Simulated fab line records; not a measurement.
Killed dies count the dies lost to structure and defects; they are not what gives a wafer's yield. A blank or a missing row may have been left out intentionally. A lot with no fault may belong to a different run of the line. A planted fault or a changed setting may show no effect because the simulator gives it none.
Matching of chambers / flow n5-finfet / 3 sister chambers for N5_BEOL_M1_PECVD_72 on pecvd-04
The step deposits SiO2 from TEOS/O2, target thk 16 nm, time 18 s. 20 wafers are shown with their chamber, then 10 later ones without.

EACH WAFER AND ITS CHAMBER
wafer=L079.1; chamber=1; throttle-valve-pct (%)=21.6; showerhead-plenum-p-Torr (Torr)=8.89; heater-power-w (W)=778
wafer=L079.3; chamber=2; throttle-valve-pct (%)=20.7; showerhead-plenum-p-Torr (Torr)=8.76; heater-power-w (W)=849
wafer=L079.5; chamber=2; throttle-valve-pct (%)=20.7; showerhead-plenum-p-Torr (Torr)=8.74; heater-power-w (W)=851
wafer=L081.1; chamber=0; throttle-valve-pct (%)=23.5; showerhead-plenum-p-Torr (Torr)=8.75; heater-power-w (W)=608
wafer=L081.3; chamber=1; throttle-valve-pct (%)=21.7; showerhead-plenum-p-Torr (Torr)=8.86; heater-power-w (W)=774
wafer=L081.5; chamber=1; throttle-valve-pct (%)=21.4; showerhead-plenum-p-Torr (Torr)=8.88; heater-power-w (W)=789
wafer=L082.2; chamber=0; throttle-valve-pct (%)=23.5; showerhead-plenum-p-Torr (Torr)=8.73; heater-power-w (W)=597
wafer=L082.3; chamber=2; throttle-valve-pct (%)=20.8; showerhead-plenum-p-Torr (Torr)=8.74; heater-power-w (W)=833
wafer=L082.5; chamber=2; throttle-valve-pct (%)=21.0; showerhead-plenum-p-Torr (Torr)=8.81; heater-power-w (W)=862
wafer=L083.2; chamber=0; throttle-valve-pct (%)=23.5; showerhead-plenum-p-Torr (Torr)=8.73; heater-power-w (W)=651
wafer=L083.3; chamber=1; throttle-valve-pct (%)=22.0; showerhead-plenum-p-Torr (Torr)=8.90; heater-power-w (W)=829
wafer=L083.6; chamber=2; throttle-valve-pct (%)=20.9; showerhead-plenum-p-Torr (Torr)=8.74; heater-power-w (W)=796
wafer=L086.1; chamber=1; throttle-valve-pct (%)=21.6; showerhead-plenum-p-Torr (Torr)=8.88; heater-power-w (W)=696
wafer=L086.3; chamber=0; throttle-valve-pct (%)=23.4; showerhead-plenum-p-Torr (Torr)=8.76; heater-power-w (W)=682
wafer=L086.4; chamber=0; throttle-valve-pct (%)=23.4; showerhead-plenum-p-Torr (Torr)=8.73; heater-power-w (W)=667
wafer=L088.2; chamber=2; throttle-valve-pct (%)=21.0; showerhead-plenum-p-Torr (Torr)=8.75; heater-power-w (W)=763
wafer=L088.3; chamber=1; throttle-valve-pct (%)=21.9; showerhead-plenum-p-Torr (Torr)=8.87; heater-power-w (W)=824
wafer=L088.5; chamber=0; throttle-valve-pct (%)=23.7; showerhead-plenum-p-Torr (Torr)=8.73; heater-power-w (W)=601
wafer=L092.1; chamber=0; throttle-valve-pct (%)=23.5; showerhead-plenum-p-Torr (Torr)=8.74; heater-power-w (W)=644
wafer=L092.2; chamber=2; throttle-valve-pct (%)=21.2; showerhead-plenum-p-Torr (Torr)=8.77; heater-power-w (W)=776

SIGNATURES (averages over the wafers above)
reading=throttle-valve-pct; chamber 0=23.500; chamber 1=21.700; chamber 2=20.900; scatter within a chamber=0.171
reading=showerhead-plenum-p-Torr; chamber 0=8.7386; chamber 1=8.8800; chamber 2=8.7586; scatter within a chamber=0.0184
reading=heater-power-w; chamber 0=635.71; chamber 1=781.67; chamber 2=818.57; scatter within a chamber=40.5
Rule: for each reading, subtract the chamber's mean from the wafer's reading, divide by that reading's scatter and square the result; add these up over the readings and take the root, which gives the wafer's distance from the chamber. If the next closest chamber is less than 2 further off than the closest, the wafer can't be placed; otherwise it belongs to the closest. The scatter: take each reading less its chamber's mean, square it, sum over the shown wafers, divide by the number of wafers less the number of chambers, and take the root.

WAFERS WHOSE CHAMBER IS MISSING
wafer=L092.4; throttle-valve-pct (%)=20.6; showerhead-plenum-p-Torr (Torr)=8.76; heater-power-w (W)=763
wafer=L091.1; throttle-valve-pct (%)=21.7; showerhead-plenum-p-Torr (Torr)=8.89; heater-power-w (W)=821
wafer=L091.3; throttle-valve-pct (%)=20.8; showerhead-plenum-p-Torr (Torr)=8.75; heater-power-w (W)=709
wafer=L091.6; throttle-valve-pct (%)=21.7; showerhead-plenum-p-Torr (Torr)=8.87; heater-power-w (W)=814
wafer=L094.2; throttle-valve-pct (%)=21.6; showerhead-plenum-p-Torr (Torr)=8.88; heater-power-w (W)=787
wafer=L094.5; throttle-valve-pct (%)=21.0; showerhead-plenum-p-Torr (Torr)=8.75; heater-power-w (W)=706
wafer=L094.6; throttle-valve-pct (%)=21.8; showerhead-plenum-p-Torr (Torr)=8.87; heater-power-w (W)=791
wafer=L097.1; throttle-valve-pct (%)=20.9; showerhead-plenum-p-Torr (Torr)=8.75; heater-power-w (W)=837
wafer=L097.2; throttle-valve-pct (%)=21.7; showerhead-plenum-p-Torr (Torr)=8.89; heater-power-w (W)=795
wafer=L097.6; throttle-valve-pct (%)=21.8; showerhead-plenum-p-Torr (Torr)=8.90; heater-power-w (W)=793

WHICH CHAMBER EACH ONE RAN IN
wafer=L092.4; from the rows above=2; in truth=2
wafer=L091.1; from the rows above=1; in truth=1
wafer=L091.3; from the rows above=2; in truth=2
wafer=L091.6; from the rows above=1; in truth=1
wafer=L094.2; from the rows above=1; in truth=1
wafer=L094.5; from the rows above=2; in truth=2
wafer=L094.6; from the rows above=1; in truth=1
wafer=L097.1; from the rows above=2; in truth=2
wafer=L097.2; from the rows above=1; in truth=1
wafer=L097.6; from the rows above=1; in truth=1
Correct placement for 10 of the 10. From these rows, 0 cannot be placed. 0 placed wrongly.
